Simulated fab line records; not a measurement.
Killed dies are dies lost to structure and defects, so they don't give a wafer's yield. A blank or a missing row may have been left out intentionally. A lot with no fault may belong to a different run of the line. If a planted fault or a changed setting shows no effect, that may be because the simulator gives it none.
fab line records	flow n5Finfet
record lots=10	wafers=28	lastDay=18
route steps=1938 shown FIN_CUT@164 BEOL_M4@1111 PASSIVATION@1936
lots untouched by any fault: they come from a run of this same line in which no faults occurred
startH: hours from the record's first day to the start of the lot's first wafer shown	waitH: hours elapsed since this lot's preceding step	" unchanged from the row above	L1.1+2: one row covering several wafers at once	- no value, or no start given	* or withheld: withheld	< > ~ a bound
route shown NAME@n: names a module that has steps shown in the file, with the first one's number in the route	usual: mean/standard deviation taken from wafers without a fault	same: alike in all rows	chamber/n: place in a boat	sites: each site's reading	_std_site: the standard deviation of these	_edge_site: mean of outer sites minus mean of inner sites	radiusMm: how far each site lies from the wafer's centre	mask NAME#n: copy n	behind: the last tool/chamber to shape the wafer	hold: reason for holding the lot/hours on hold/outcome of the hold	device: the transistor (n, p or np) that didn't switch	end of line: the same wafers' tests at the end of the route	where a step has no rows: the recipe by itself	killed: dies lost to structure and defects at the first sort, not the wafer's yield	map: a wafer's dies, x killed, . not, _ none there
set.NAME: the setting the step ran with; set.NAME@STEP: the setting that earlier step ran with	model.NAME: the simulator's own value behind a step, which no gauge read
route steps across a sampled set of lots; one table per step, one row per wafer
services: the hour from which a tool's chamber was out of use, counted from the record's first day as startH (under 0 if before that day), plus the number of hours and why
## steps
# step N5_FIN_CUT_OVL_MEAS_09
# recipe pointsPerWafer=522
# usual FIN_CUT_OVL=0.3/0.7
lot.wafer	tool	chamber	startH	waitH	FIN_CUT_OVL[nm]
L987.2	overlay-02	0	26.44	0.0	-0.3
L987.5	"	0	"	"	1.1
L987.6	"	0	"	"	0.4
L989.1	overlay-01	0	39.01	0.0	1.5
L989.3	"	0	"	"	0.8
L989.5	"	0	"	"	0.6
L990.1	overlay-01	0	45.60	0.0	0.0
L990.2	"	0	"	"	0.0
L990.3	"	0	"	"	0.3
L992.3	overlay-01	0	57.31	0.0	1.0
L992.5	"	0	"	"	1.2
L992.6	"	0	"	"	0.2
L993.4	overlay-01	0	62.96	0.0	0.0
L993.6	"	0	"	"	-0.4
L997.2	overlay-01	0	86.56	0.0	1.3
L997.5	"	0	"	"	1.0
L105.4	overlay-02	0	133.73	0.0	-0.1
L105.5	"	0	"	"	0.2
L105.6	"	0	"	"	-0.7
L108.1	overlay-02	0	153.41	0.0	-0.3
L108.3	"	0	"	"	1.3
L108.4	"	0	"	"	0.4
L109.3	overlay-01	0	158.21	0.0	1.0
L109.4	"	0	"	"	0.3
L109.6	"	0	"	"	-0.2
L110.2	overlay-02	0	169.15	0.0	0.4
L110.3	"	0	"	"	0.4
L110.5	"	0	"	"	-0.1
# step N5_FIN_CUT_STRIP_24
# recipe chemistry=CF4	resist=SiARC	powerW=300	biasPowerW=75	pressureMtorr=50	cf4FlowSccm=150	rfFrequencyHz=6e+07
# usual drypumpMotorCurrentA=5.6/0.43	oesProductAu=0.76/0.078	rfVppV=270.8/1.5	showerheadPlenumPTorr=1.78/0.059	throttleValvePct=13.53/0.28
lot.wafer	tool	chamber	startH	waitH	drypumpMotorCurrentA	oesProductAu	rfHoursCounterH	rfVppV	showerheadPlenumPTorr	throttleValvePct
L987.2	rieDiel-04	2	27.14	0.0	6.2	0.96	5	272.0	1.83	12.94
L987.5	"	2	"	"	6.2	0.95	-	271.0	1.83	12.97
L987.6	"	1	"	"	5.7	0.79	-	267.2	1.66	13.27
L989.1	rieDiel-03	3	39.60	0.0	5.7	0.71	194	270.0	1.80	13.78
L989.3	"	0	"	"	6.0	0.70	195	271.0	1.78	13.45
L989.5	"	3	"	"	5.7	0.70	-	269.9	1.80	13.76
L990.1	rieDiel-04	2	46.11	0.0	6.2	0.94	9	271.8	1.83	12.98
L990.2	"	1	"	"	5.7	0.78	104	268.4	1.66	13.27
L990.3	"	0	"	"	5.8	0.71	205	271.0	1.78	13.86
L992.3	rieDiel-01	3	57.80	0.0	5.6	0.79	112	274.1	1.88	13.39
L992.5	"	0	"	"	5.0	0.70	-	271.0	1.76	13.62
L992.6	"	3	"	"	5.6	0.79	-	272.9	1.88	13.41
L993.4	rieDiel-04	3	63.45	0.0	5.2	0.71	171	268.9	1.72	13.48
L993.6	"	3	"	"	5.1	0.72	-	269.9	1.72	13.47
L997.2	rieDiel-01	1	87.07	0.0	5.7	0.87	46	271.8	1.76	13.22
L997.5	"	3	"	"	5.6	0.78	-	272.9	1.88	13.42
L105.4	rieDiel-01	3	134.22	0.0	5.6	0.76	136	273.0	1.88	13.44
L105.5	"	3	"	"	5.6	0.77	-	275.0	1.88	13.46
L105.6	"	2	"	"	5.2	0.80	-	271.2	1.74	13.51
L108.1	rieDiel-03	1	154.04	0.0	6.3	0.70	233	270.7	1.84	13.99
L108.3	"	0	"	"	6.0	0.68	231	270.7	1.77	13.50
L108.4	"	1	"	"	6.3	0.69	-	272.7	1.84	14.00
L109.3	rieDiel-04	2	158.89	0.0	6.2	0.87	42	271.7	1.82	13.06
L109.4	"	1	"	"	5.7	0.75	134	268.4	1.65	13.35
L109.6	"	0	"	"	5.8	0.69	-	269.5	1.77	13.94
L110.2	rieDiel-01	1	169.65	0.0	5.8	0.84	74	270.1	1.75	13.28
L110.3	"	2	"	"	5.2	0.78	131	270.7	1.74	13.54
L110.5	"	0	"	"	5.0	0.96	-	269.1	1.76	13.08
# step N5_FIN_CUT_CUT_ETCH_27
# recipe chemistry=CHF3/O2	target=SiO2	targetDepthA=40	maskMaterial=SOC	overetchA=20	timeS=4.9	pressureMtorr=30	sourceW=650	biasW=170	Ar_flow_sccm=200	CHF3_flow_sccm=50	O2_flow_sccm=5	ionEnergyEv=200
# usual drypumpMotorCurrentA=5.6/0.43	oes_o_777_au=0.76/0.079	oesProductAu=0.60/0.063	rfVppV=522/11	showerheadPlenumPTorr=2.39/0.079	throttleValvePct=18.74/0.23
lot.wafer	tool	chamber	startH	waitH	drypumpMotorCurrentA	oes_o_777_au	oesProductAu	rfHoursCounterH	rfVppV	showerheadPlenumPTorr	throttleValvePct
L987.2	rieDiel-04	2	27.21	0.0	6.2	0.96	0.77	5	527	2.48	18.36
L987.5	"	2	"	"	6.2	0.96	0.77	-	529	2.48	18.36
L987.6	"	1	"	"	5.7	0.78	0.63	-	516	2.24	18.55
L989.1	rieDiel-03	3	39.66	0.0	5.7	0.73	0.57	194	507	2.40	18.91
L989.3	"	0	"	"	6.0	0.70	0.56	195	516	2.38	18.53
L989.5	"	3	"	"	5.7	0.72	0.56	-	509	2.40	18.91
L990.1	rieDiel-04	2	46.18	0.0	6.2	0.94	0.75	9	529	2.48	18.36
L990.2	"	1	"	"	5.7	0.78	0.63	104	516	2.24	18.56
L990.3	"	0	"	"	5.8	0.73	0.57	205	523	2.37	18.98
L992.3	rieDiel-01	3	57.87	0.0	5.6	0.79	0.63	112	534	2.53	18.63
L992.5	"	0	"	"	4.9	0.71	0.56	-	517	2.40	18.93
L992.6	"	3	"	"	5.6	0.79	0.63	-	535	2.53	18.62
L993.4	rieDiel-04	3	63.52	0.0	5.2	0.73	0.57	171	514	2.32	18.70
L993.6	"	3	"	"	5.2	0.73	0.57	-	514	2.32	18.71
L997.2	rieDiel-01	1	87.13	0.0	5.8	0.90	0.70	46	510	2.36	18.52
L997.5	"	3	"	"	5.6	0.78	0.63	-	534	2.53	18.63
L105.4	rieDiel-01	3	134.29	0.0	5.6	0.76	0.62	136	536	2.52	18.66
L105.5	"	3	"	"	5.6	0.76	0.61	-	536	2.52	18.69
L105.6	"	2	"	"	5.2	0.80	0.63	-	529	2.33	18.70
L108.1	rieDiel-03	1	154.11	0.0	6.3	0.70	0.56	233	532	2.48	19.21
L108.3	"	0	"	"	6.1	0.68	0.54	231	516	2.36	18.57
L108.4	"	1	"	"	6.3	0.71	0.55	-	532	2.48	19.22
L109.3	rieDiel-04	2	158.96	0.0	6.2	0.87	0.70	42	527	2.47	18.42
L109.4	"	1	"	"	5.7	0.76	0.61	134	514	2.23	18.62
L109.6	"	0	"	"	5.8	0.70	0.55	-	523	2.36	19.04
L110.2	rieDiel-01	1	169.71	0.0	5.8	0.87	0.66	74	509	2.35	18.56
L110.3	"	2	"	"	5.2	0.79	0.63	131	530	2.33	18.73
L110.5	"	0	"	"	5.0	0.98	0.76	-	517	2.39	18.50
# step N5_FIN_CUT_CUT_ETCH_28
# recipe chemistry=HBr/Cl2/O2	target=Si	targetDepthA=60	maskMaterial=SOC	timeS=2.4	ionEnergyEv=*	biasW=*	pressureMtorr=10	icpW=800	HBr_flow_sccm=150	Cl2_flow_sccm=80	O2_flow_sccm=12
# usual drypumpMotorCurrentA=5.6/0.32	oes_o_777_au=0.99/0.04	oesProductAu=1.003/0.017	throttleValvePct=37.12/0.28
lot.wafer	tool	chamber	startH	waitH	drypumpMotorCurrentA	oes_o_777_au	oesProductAu	rfHoursCounterH	throttleValvePct
L987.2	rieSi-02	2	27.41	0.0	5.4	0.99	1.011	177	37.04
L987.5	"	0	"	"	5.7	1.05	1.005	-	37.15
L987.6	"	3	"	"	5.5	1.01	0.972	-	37.08
L989.1	rieSi-06	3	39.86	0.0	5.9	1.03	1.000	161	37.21
L989.3	"	0	"	"	5.6	0.96	0.990	2	36.79
L989.5	"	0	"	"	5.6	0.96	0.988	-	36.79
L990.1	rieSi-06	2	46.41	0.0	5.3	0.95	1.036	103	37.29
L990.2	"	0	"	"	5.6	0.96	0.990	2	36.78
L990.3	"	3	"	"	5.9	1.04	0.998	162	37.20
L992.3	rieSi-02	2	58.09	0.0	5.4	1.00	1.011	177	37.03
L992.5	"	2	"	"	5.4	1.00	1.012	-	37.03
L992.6	"	1	"	"	5.7	0.97	1.019	-	36.66
L993.4	rieSi-06	3	63.72	0.0	5.9	1.04	1.070	162	37.15
L993.6	"	1	"	"	5.1	0.95	0.981	-	37.24
L997.2	rieSi-06	3	87.34	0.0	5.9	1.04	1.061	162	37.17
L997.5	"	3	"	"	5.9	1.04	0.999	-	37.19
L105.4	rieSi-02	2	134.49	0.0	5.4	1.00	1.013	178	37.03
L105.5	"	1	"	"	5.7	0.97	1.019	-	36.68
L105.6	"	2	"	"	5.4	1.00	1.006	-	37.05
L108.1	rieSi-02	3	154.31	0.0	5.5	1.01	0.979	179	37.07
L108.3	"	0	"	"	5.8	1.06	0.998	141	37.14
L108.4	"	2	"	"	5.4	1.00	1.014	179	37.03
L109.3	rieSi-05	3	159.16	0.0	6.5	1.05	1.017	30	37.98
L109.4	"	1	"	"	5.4	0.97	0.999	-	37.33
L109.6	"	2	"	"	5.4	0.94	1.022	-	37.02
L110.2	rieSi-05	2	169.92	0.0	5.4	0.95	1.022	52	37.02
L110.3	"	1	"	"	5.4	0.96	0.989	1	37.32
L110.5	"	1	"	"	5.4	0.96	1.000	-	37.34
# step N5_BEOL_M4_RC_MEAS_101
# usual DIBL_N=36.5/1.4	DIBL_P=36.6/1.9	IOFF_N=0.167/0.029	IOFF_P=0.21/0.033	ION_N=674/12	ION_P=460/8.9	SS_N=71.6/0.57	SS_P=73.4/0.61	VT_N=249/3.3	VT_P=-250/3.3
lot.wafer	tool	chamber	startH	waitH	DIBL_N[mV/V]	DIBL_P[mV/V]	IOFF_N[nA/um]	IOFF_P[nA/um]	ION_N[uA/um]	ION_P[uA/um]	SS_N[mV/dec]	SS_P[mV/dec]	VT_N[mV]	VT_P[mV]
L987.2	prober-01	0	178.16	0.2	33.5	31.3	0.126	0.18	677	470	70.3	72.9	250	-249
L987.5	"	0	"	"	36.6	35.8	0.180	0.25	694	480	71.8	73.1	245	-247
L987.6	"	0	"	"	33.2	31.9	0.119	0.18	671	460	70.9	72.5	252	-250
L989.1	prober-02	0	178.37	0.0	36.0	36.0	0.160	0.20	664	454	71.5	73.9	250	-252
L989.3	"	0	"	"	34.5	33.9	0.134	0.18	657	450	71.3	73.7	252	-256
L989.5	"	0	"	"	38.5	39.2	0.214	0.26	674	459	72.6	74.7	244	-247
L990.1	prober-02	0	181.24	0.0	36.0	37.2	0.162	0.23	693	478	71.3	72.9	252	-252
L990.2	"	0	"	"	34.5	34.3	0.130	0.19	667	460	71.4	72.8	253	-250
L990.3	"	0	"	"	36.4	36.9	0.145	0.22	659	457	72.1	73.6	252	-250
L992.3	prober-01	0	196.11	0.3	35.8	34.7	0.145	0.19	660	451	71.2	73.5	249	-251
L992.5	"	0	"	"	35.5	34.8	0.150	0.20	681	465	71.0	73.2	250	-249
L992.6	"	0	"	"	37.0	36.7	0.172	0.23	667	460	70.9	73.8	248	-248
L993.4	prober-01	0	204.23	0.5	35.5	35.8	0.180	0.21	694	470	72.4	72.8	246	-249
L993.6	"	0	"	"	35.7	36.4	0.170	0.21	678	462	72.6	73.1	248	-249
L997.2	prober-02	0	226.41	0.2	37.5	38.8	0.177	0.20	677	454	71.9	73.4	249	-252
L997.5	"	0	"	"	35.2	36.2	0.130	0.16	657	447	71.7	73.6	251	-257
L105.4	prober-01	0	289.69	0.5	37.9	38.4	0.174	0.24	668	462	72.1	73.4	248	-251
L105.5	"	0	"	"	39.4	41.1	0.228	0.29	703	481	71.8	74.9	245	-247
L105.6	"	0	"	"	38.6	38.5	0.181	0.23	658	452	71.8	73.6	250	-251
L108.1	prober-02	0	295.18	0.0	34.0	34.6	0.139	0.20	679	465	71.0	72.8	250	-249
L108.3	"	0	"	"	36.4	37.1	0.179	0.24	669	466	72.0	73.6	247	-243
L108.4	"	0	"	"	36.2	37.3	0.174	0.25	674	467	71.8	73.0	248	-245
L109.3	prober-01	0	304.14	0.3	36.3	35.9	0.147	0.21	659	459	71.3	72.9	253	-249
L109.4	"	0	"	"	38.2	37.1	0.161	0.23	665	457	71.4	73.6	250	-250
L109.6	"	0	"	"	37.6	37.4	0.169	0.24	668	464	72.0	73.7	246	-249
L110.2	prober-01	0	308.71	0.2	35.2	34.8	0.133	0.19	649	452	72.1	72.1	252	-252
L110.3	"	0	"	"	35.4	35.0	0.141	0.20	670	462	71.4	72.8	250	-251
L110.5	"	0	"	"	36.6	36.5	0.165	0.21	663	447	72.4	71.9	249	-251
# step N5_PASSIVATION_PROBE_49
# usual defectLimitedYield=91.2/1.6	killed_at_M0_to_M3=34/11	killed_at_M4_up=14/5.7	killedAtContacts=14/6.6	killedAtFrontEnd=37/10	killedAtOther=4/3.2	killedDies=104/19	killedOpen=69/13	killedShort=33/8.7	sort_bin_5_function=5.1/1	sort_bin_6_memory=3.3/0.76	sortNPass=1076/19	sortYieldPct=91.2/1.6
# same grossDies=1180	killedAtBackSide=0	sort_bin_4_leakage[%]=0	sort_bin_8_speed[%]=0
lot.wafer	tool	chamber	startH	waitH	defectLimitedYield[%]	killed_at_M0_to_M3	killed_at_M4_up	killedAtContacts	killedAtFrontEnd	killedAtOther	killedDies	killedOpen	killedShort	sort_bin_5_function[%]	sort_bin_6_memory[%]	sortNPass	sortYieldPct[%]
L987.2	prober-02	-	273.83	0.1	89.2	40	17	18	47	5	127	89	37	6.9	3.5	1053	89.2
L987.5	prober-02	-	273.98	0.2	87.9	52	19	13	55	4	143	105	38	7.7	4.0	1037	87.9
L987.6	prober-02	-	274.03	0.3	92.8	25	17	9	30	4	85	50	34	4.1	3.1	1095	92.8
L990.1	prober-02	-	275.76	0.0	89.5	28	29	15	47	5	124	77	38	5.8	3.7	1056	89.5
L990.2	prober-02	-	275.81	0.1	90.7	24	23	6	55	2	110	84	23	5.5	3.6	1070	90.7
L990.3	prober-02	-	275.86	0.1	92.9	37	14	3	30	0	84	57	26	4.2	2.6	1096	92.9
L989.1	prober-01	-	275.80	0.1	93.1	36	11	6	21	7	81	55	25	3.2	3.6	1099	93.1
L989.3	prober-01	-	275.90	0.2	93.7	24	10	10	27	3	74	44	30	4.2	1.9	1106	93.7
L989.5	prober-01	-	276.00	0.3	94.4	19	10	11	23	3	66	41	23	4.0	1.4	1114	94.4
L992.3	prober-01	-	284.68	0.1	89.1	50	27	12	35	5	129	81	46	6.3	4.2	1051	89.1
L992.5	prober-01	-	284.78	0.2	88.8	50	22	18	40	2	132	92	40	7.3	3.7	1048	88.8
L992.6	prober-01	-	284.83	0.3	86.6	79	19	19	40	1	158	99	58	7.2	5.6	1022	86.6
L993.4	prober-01	-	297.54	0.2	92.0	28	10	14	38	4	94	62	32	5.3	2.5	1086	92.0
L993.6	prober-01	-	297.64	0.3	92.4	25	8	14	38	5	90	63	27	4.5	2.8	1090	92.4
L997.2	prober-01	-	326.32	0.1	92.0	32	13	17	29	3	94	63	28	3.8	4.0	1086	92.0
L997.5	prober-01	-	326.47	0.2	89.4	44	16	15	39	11	125	88	35	6.6	3.9	1055	89.4
L108.1	prober-02	-	394.93	0.0	89.4	39	20	12	53	1	125	62	51	5.8	3.5	1055	89.4
L108.3	prober-02	-	395.03	0.1	91.2	26	20	15	40	3	104	65	36	4.7	3.7	1076	91.2
L108.4	prober-02	-	395.08	0.2	90.5	28	21	14	48	1	112	65	43	5.4	3.6	1068	90.5
L105.4	prober-01	-	395.88	0.2	93.1	19	12	7	35	8	81	50	29	3.8	3.0	1099	93.1
L105.5	prober-01	-	395.93	0.2	90.7	36	11	12	44	7	110	71	39	5.0	4.0	1070	90.7
L105.6	prober-01	-	395.98	0.3	91.1	45	6	10	39	5	105	73	31	5.3	3.5	1075	91.1
L109.3	prober-02	-	404.29	0.5	89.4	40	14	20	49	2	125	78	40	5.3	4.7	1055	89.4
L109.4	prober-02	-	404.34	0.5	89.5	41	21	15	43	4	124	75	48	6.1	4.2	1056	89.5
L109.6	prober-02	-	404.44	0.6	89.2	44	11	24	43	6	128	77	51	6.2	4.2	1052	89.2
L110.2	prober-02	-	425.39	0.1	91.5	32	7	20	28	13	100	68	31	4.7	3.6	1080	91.5
L110.3	prober-02	-	425.44	0.1	91.1	35	17	11	29	13	105	53	52	4.8	3.6	1075	91.1
L110.5	prober-02	-	425.54	0.2	91.5	31	16	9	32	12	100	66	32	5.6	2.7	1080	91.5
# killed by level:class
L987.2 FIN_SAQP:geometricParticle:open=20 MOL_CONTACT_COAG:geometricParticle:open=16 BEOL_M0_SAQP:geometricParticle:short=9 BEOL_M1:geometricParticle:open=7 STI_FIN_REVEAL:geometricParticle:open=6 BEOL_M2:geometricParticle:open=6 BEOL_M3:geometricParticle:open=6 BEOL_M4:geometricParticle:open=6
L987.5 FIN_SAQP:geometricParticle:open=19 BEOL_M0_SAQP:geometricParticle:open=17 STI_FIN_REVEAL:geometricParticle:open=9 MOL_CONTACT_COAG:geometricParticle:open=9 BEOL_M0_SAQP:geometricParticle:short=9 BEOL_M2:geometricParticle:open=9 BEOL_M3:geometricParticle:open=8 BEOL_M8:geometricParticle:open=6
L987.6 FIN_SAQP:geometricParticle:open=8 MOL_CONTACT_COAG:geometricParticle:open=8 FIN_SAQP:geometricParticle:short=7 BEOL_M2:geometricParticle:open=6 GATE_CUT:geometricParticle:short=4 BEOL_M0_SAQP:geometricParticle:short=4 BEOL_M0:geometricParticle:open=4 BEOL_M4:geometricParticle:open=4
L990.1 BEOL_M4:geometricParticle:open=15 STI_FIN_REVEAL:geometricParticle:open=10 MOL_CONTACT_COAG:geometricParticle:open=10 BEOL_M0_SAQP:geometricParticle:short=9 BEOL_M1:geometricParticle:open=9 HKMG_FIN:areaEtch=9 FIN_SAQP:geometricParticle:open=6 BEOL_M0_SAQP:geometricParticle:open=6
L989.1 BEOL_M1:geometricParticle:open=10 STI_FIN_REVEAL:geometricParticle:open=8 BEOL_M0_SAQP:geometricParticle:open=7 BEOL_M0_SAQP:geometricParticle:short=5 BEOL_M1:geometricParticle:short=5 MOL_CONTACT_COAG:geometricParticle:open=4 BEOL_M3:geometricParticle:open=4 BEOL_M4:geometricParticle:open=4
L990.2 STI_FIN_REVEAL:geometricParticle:open=13 BEOL_M4:geometricParticle:open=13 FIN_SAQP:geometricParticle:open=10 BEOL_M0_SAQP:geometricParticle:open=10 STARTING-WAFER:geometricParticle:open=9 BEOL_M1:geometricParticle:open=7 MOL_CONTACT_COAG:geometricParticle:open=6 FIN_SAQP:geometricParticle:short=3
L990.3 BEOL_M1:geometricParticle:open=11 BEOL_M2:geometricParticle:open=7 STI_FIN_REVEAL:geometricParticle:open=6 BEOL_M0_SAQP:geometricParticle:short=6 BEOL_M4:geometricParticle:open=5 BEOL_M1:geometricParticle:short=4 STARTING-WAFER:geometricParticle:open=4 ILD0:geometricParticle:open=3
L989.3 MOL_CONTACT_COAG:geometricParticle:open=9 STI_FIN_REVEAL:geometricParticle:open=6 BEOL_M4:geometricParticle:open=5 BEOL_M0_SAQP:geometricParticle:short=4 BEOL_M0_SAQP:geometricParticle:open=4 BEOL_M0:geometricParticle:short=4 BEOL_M1:geometricParticle:short=4 STARTING-WAFER:geometricParticle:open=4
L989.5 MOL_CONTACT_COAG:geometricParticle:open=8 GATE_CUT:geometricParticle:short=7 BEOL_M3:geometricParticle:open=6 BEOL_M0_SAQP:geometricParticle:open=4 ILD0:geometricParticle:short=3 MOL_CONTACT_COAG:geometricParticle:short=3 BEOL_M1:geometricParticle:open=3 BEOL_M5:geometricParticle:open=3
L992.3 BEOL_M4:geometricParticle:open=18 MOL_CONTACT_COAG:geometricParticle:open=11 BEOL_M0_SAQP:geometricParticle:open=11 BEOL_M0_SAQP:geometricParticle:short=11 FIN_SAQP:geometricParticle:open=10 BEOL_M1:geometricParticle:open=9 FIN_SAQP:geometricParticle:short=7 BEOL_M1:geometricParticle:short=6
L992.5 MOL_CONTACT_COAG:geometricParticle:open=14 BEOL_M1:geometricParticle:open=13 BEOL_M4:geometricParticle:open=13 FIN_SAQP:geometricParticle:short=9 BEOL_M0_SAQP:geometricParticle:short=9 BEOL_M0:geometricParticle:open=8 BEOL_M3:geometricParticle:open=6 FIN_SAQP:geometricParticle:open=5
L992.6 BEOL_M0_SAQP:geometricParticle:open=25 BEOL_M0_SAQP:geometricParticle:short=23 MOL_CONTACT_COAG:geometricParticle:open=17 FIN_SAQP:geometricParticle:short=12 BEOL_M1:geometricParticle:open=10 BEOL_M4:geometricParticle:open=10 BEOL_M2:geometricParticle:open=9 FIN_SAQP:geometricParticle:open=5
L993.4 BEOL_M1:geometricParticle:short=12 MOL_CONTACT_COAG:geometricParticle:open=10 STI_FIN_REVEAL:geometricParticle:open=9 DUMMY_GATE:geometricParticle:open=7 BEOL_M1:geometricParticle:open=5 BEOL_M3:geometricParticle:open=5 FIN_SAQP:geometricParticle:short=4 FIN_SAQP:geometricParticle:open=4
L993.6 STI_FIN_REVEAL:geometricParticle:open=14 MOL_CONTACT_COAG:geometricParticle:open=13 FIN_SAQP:geometricParticle:open=7 FIN_SAQP:geometricParticle:short=5 BEOL_M0_SAQP:geometricParticle:open=5 BEOL_M3:geometricParticle:short=4 BEOL_M3:geometricParticle:open=4 BEOL_M0_SAQP:geometricParticle:short=3
L997.2 MOL_CONTACT_COAG:geometricParticle:open=15 BEOL_M0_SAQP:geometricParticle:open=9 BEOL_M0_SAQP:geometricParticle:short=8 FIN_SAQP:geometricParticle:open=7 BEOL_M4:geometricParticle:open=7 BEOL_M1:geometricParticle:short=5 DUMMY_GATE:geometricParticle:open=5 FIN_SAQP:geometricParticle:short=4
L997.5 FIN_SAQP:geometricParticle:open=16 MOL_CONTACT_COAG:geometricParticle:open=13 BEOL_M2:geometricParticle:open=13 FIN_SAQP:geometricParticle:short=9 BEOL_M0_SAQP:geometricParticle:open=8 BEOL_M4:geometricParticle:open=8 BEOL_M0_SAQP:geometricParticle:short=6 BEOL_M1:geometricParticle:open=5
L108.1 FIN_SAQP:geometricParticle:open=12 FIN_SAQP:geometricParticle:short=11 BEOL_M1:geometricParticle:open=10 HKMG_FIN:areaEtch=9 BEOL_M0:geometricParticle:short=7 BEOL_M5:geometricParticle:open=6 MOL_CONTACT_COAG:geometricParticle:short=6 MOL_CONTACT_COAG:geometricParticle:open=6
L108.3 MOL_CONTACT_COAG:geometricParticle:open=13 BEOL_M4:geometricParticle:open=9 STI_FIN_REVEAL:geometricParticle:open=8 BEOL_M2:geometricParticle:open=7 FIN_SAQP:geometricParticle:open=6 FIN_SAQP:geometricParticle:short=5 GATE_CUT:geometricParticle:short=5 BEOL_M0_SAQP:geometricParticle:open=4
L108.4 FIN_SAQP:geometricParticle:short=16 MOL_CONTACT_COAG:geometricParticle:open=12 STI_FIN_REVEAL:geometricParticle:open=9 FIN_SAQP:geometricParticle:open=7 BEOL_M4:geometricParticle:open=6 BEOL_M4:geometricParticle:short=5 STARTING-WAFER:geometricParticle:short=5 BEOL_M1:geometricParticle:open=4
L105.4 FIN_SAQP:geometricParticle:open=11 BEOL_M0_SAQP:geometricParticle:open=7 FIN_SAQP:geometricParticle:short=6 GATE_CUT:geometricParticle:short=6 BEOL_M0_SAQP:geometricParticle:short=6 MOL_CONTACT_COAG:geometricParticle:open=5 BEOL_M4:geometricParticle:open=5 STI_FIN_REVEAL:geometricParticle:open=3
L105.5 FIN_SAQP:geometricParticle:open=12 MOL_CONTACT_COAG:geometricParticle:open=10 FIN_SAQP:geometricParticle:short=8 BEOL_M3:geometricParticle:open=8 BEOL_M1:geometricParticle:open=7 BEOL_M2:geometricParticle:open=7 GATE_CUT:geometricParticle:short=6 STARTING-WAFER:geometricParticle:short=5
L105.6 BEOL_M3:geometricParticle:open=21 GATE_CUT:geometricParticle:short=9 FIN_SAQP:geometricParticle:open=8 MOL_CONTACT_COAG:geometricParticle:open=8 BEOL_M0_SAQP:geometricParticle:open=8 STI_FIN_REVEAL:geometricParticle:open=7 DUMMY_GATE:geometricParticle:open=4 FIN_SAQP:geometricParticle:short=3
L109.3 MOL_CONTACT_COAG:geometricParticle:open=16 BEOL_M2:geometricParticle:open=13 FIN_SAQP:geometricParticle:short=11 GATE_CUT:geometricParticle:short=8 BEOL_M0_SAQP:geometricParticle:short=7 FIN_SAQP:geometricParticle:open=6 BEOL_M0_SAQP:geometricParticle:open=6 STI_FIN_REVEAL:geometricParticle:open=5
L109.4 MOL_CONTACT_COAG:geometricParticle:open=13 FIN_SAQP:geometricParticle:short=11 BEOL_M3:geometricParticle:open=11 BEOL_M2:geometricParticle:open=10 FIN_SAQP:geometricParticle:open=6 STI_FIN_REVEAL:geometricParticle:open=6 GATE_CUT:geometricParticle:short=6 BEOL_M0_SAQP:geometricParticle:open=6
L109.6 MOL_CONTACT_COAG:geometricParticle:open=20 FIN_SAQP:geometricParticle:short=16 STI_FIN_REVEAL:geometricParticle:open=10 BEOL_M1:geometricParticle:open=8 BEOL_M0_SAQP:geometricParticle:short=7 BEOL_M0:geometricParticle:open=7 FIN_SAQP:geometricParticle:open=6 DUMMY_GATE:geometricParticle:open=5
L110.2 MOL_CONTACT_COAG:geometricParticle:open=17 BEOL_M3:geometricParticle:open=9 BEOL_M0_SAQP:geometricParticle:open=6 FIN_SAQP:geometricParticle:short=5 FIN_SAQP:geometricParticle:open=4 BEOL_M0_SAQP:geometricParticle:short=4 BEOL_M2:geometricParticle:open=4 BEOL_M4:geometricParticle:open=4
L110.3 BEOL_M3:geometricParticle:open=12 FIN_SAQP:geometricParticle:short=11 BEOL_M4:geometricParticle:open=8 MOL_CONTACT_COAG:geometricParticle:open=7 BEOL_M1:geometricParticle:open=6 MOL_CONTACT_COAG:geometricParticle:short=4 BEOL_M4:geometricParticle:short=4 PAD_METAL:geometricParticle:open=4
L110.5 FIN_SAQP:geometricParticle:open=8 MOL_CONTACT_COAG:geometricParticle:open=8 BEOL_M0_SAQP:geometricParticle:open=7 BEOL_M0:geometricParticle:open=6 BEOL_M1:geometricParticle:open=6 PASS1_CAP:geometricParticle:open=6 FIN_SAQP:geometricParticle:short=5 BEOL_M4:geometricParticle:open=5
## services
tool	chamber	startH	hours	kind
rieDiel-01	1	8.71	4.3	repair
rieDiel-03	-	9.66	0.5	repair
rieSi-06	1	21.48	-	clean
rieSi-06	1	21.48	-	consumableReplace:focusRing
rieSi-06	1	21.48	25.5	scheduledDown
rieSi-06	1	21.48	25.5	ventCycle
rieSi-02	1	80.68	5.7	repair
rieDiel-04	0	90.90	7.5	repair
rieSi-02	3	92.27	2.7	repair
rieSi-05	1	105.88	-	clean
rieSi-05	1	105.88	23.8	scheduledDown
rieSi-05	1	105.88	23.8	ventCycle
rieDiel-04	1	136.39	8.7	repair
rieDiel-03	2	142.38	-	clean
rieDiel-03	2	142.38	-	consumableReplace:focusRing
rieDiel-01	0	144.02	-	clean
rieDiel-01	0	144.02	-	consumableReplace:focusRing
rieDiel-01	0	144.02	16.1	scheduledDown
rieDiel-01	0	144.02	16.1	ventCycle
rieSi-05	0	146.12	-	clean
rieSi-05	0	146.12	25.2	scheduledDown
rieSi-05	0	146.12	25.2	ventCycle
## key
firstSign step=N5_FIN_CUT_CUT_ETCH_28	reading=oesProductAu	direction=up	sigmas=3.6	usual=1.003	struck=1.066
effect none on later readings
metAt N5_FIN_CUT_CUT_ETCH_28
struckLots L993,L997
struckWafers L993.4,L997.2
notActingAt N5_FIN_CUT_OVL_MEAS_09,N5_FIN_CUT_STRIP_24,N5_FIN_CUT_CUT_ETCH_27
onsetBetween 46.41 63.72
fault kind=processParameterDrift	tool=rieSi-06	chamber=-	onsetH=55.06	steps=N5_FIN_CUT_CUT_ETCH_28	channel=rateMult	offset=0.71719	shape=step	endH=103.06	scope=struckWafersOnly
